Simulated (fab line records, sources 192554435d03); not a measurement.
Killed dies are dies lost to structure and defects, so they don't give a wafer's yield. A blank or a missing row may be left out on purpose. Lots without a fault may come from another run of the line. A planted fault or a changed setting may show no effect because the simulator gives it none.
Chamber matching | flow n5_finfet | N5_BEOL_M12_TRENCH_ETCH_34 on rie_diel-05: 4 sister chambers
The step etches SiOC in C4F8/O2/Ar, target depth 318.95 nm, time 125.5 s. 8 wafers are shown with their chamber, then 8 later ones without.

WAFERS WITH THEIR CHAMBER
wafer  | chamber | drypump_motor_current_A (A) | throttle_valve_pct (%)
L076.6 | 3       | 6.1                         | 24.22
L082.3 | 1       | 6.0                         | 24.31
L087.3 | 0       | 5.6                         | 24.09
L087.4 | 3       | 6.1                         | 24.24
L091.1 | 2       | 5.9                         | 23.64
L091.3 | 1       | 6.1                         | 24.09
L091.6 | 2       | 5.9                         | 23.65
L092.3 | 0       | 5.6                         | 24.11

WAFERS WITHOUT THEIR CHAMBER
wafer  | drypump_motor_current_A (A) | throttle_valve_pct (%)
L092.4 | 5.6                         | 24.13
L092.5 | 5.9                         | 23.69
L093.1 | 6.1                         | 23.85
L093.4 | 5.9                         | 23.68
L093.6 | 6.1                         | 24.12
L097.1 | 5.9                         | 23.68
L097.2 | 6.1                         | 24.14
L097.4 | 6.1                         | 23.85

WHICH CHAMBER EACH WENT THROUGH
wafer  | from the rows above          | in truth
L092.4 | 0                            | 0
L092.5 | 2                            | 2
L093.1 | can't be placed: 1 or 3 or 2 | 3
L093.4 | 2                            | 2
L093.6 | can't be placed: 3 or 1      | 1
L097.1 | 2                            | 2
L097.2 | can't be placed: 3 or 1      | 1
L097.4 | can't be placed: 1 or 3 or 2 | 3
Placed correctly: 4 of 8. Can't be placed from these rows: 4 (the true chamber is among the candidates in 4). Placed wrongly: 0.
How it was worked out, from the rows above alone: a wafer's distance from a chamber is the root of the sum, over the readings, of the square of ((its reading less the chamber's mean) divided by the reading's scatter). The wafer belongs to the nearest chamber; if the next one is less than 2 further off, it can't be placed. A chamber's mean is the mean of its shown wafers. The scatter: the root of (the sum of the squares of (reading less its chamber's mean) over the shown wafers, divided by (wafers less chambers)).
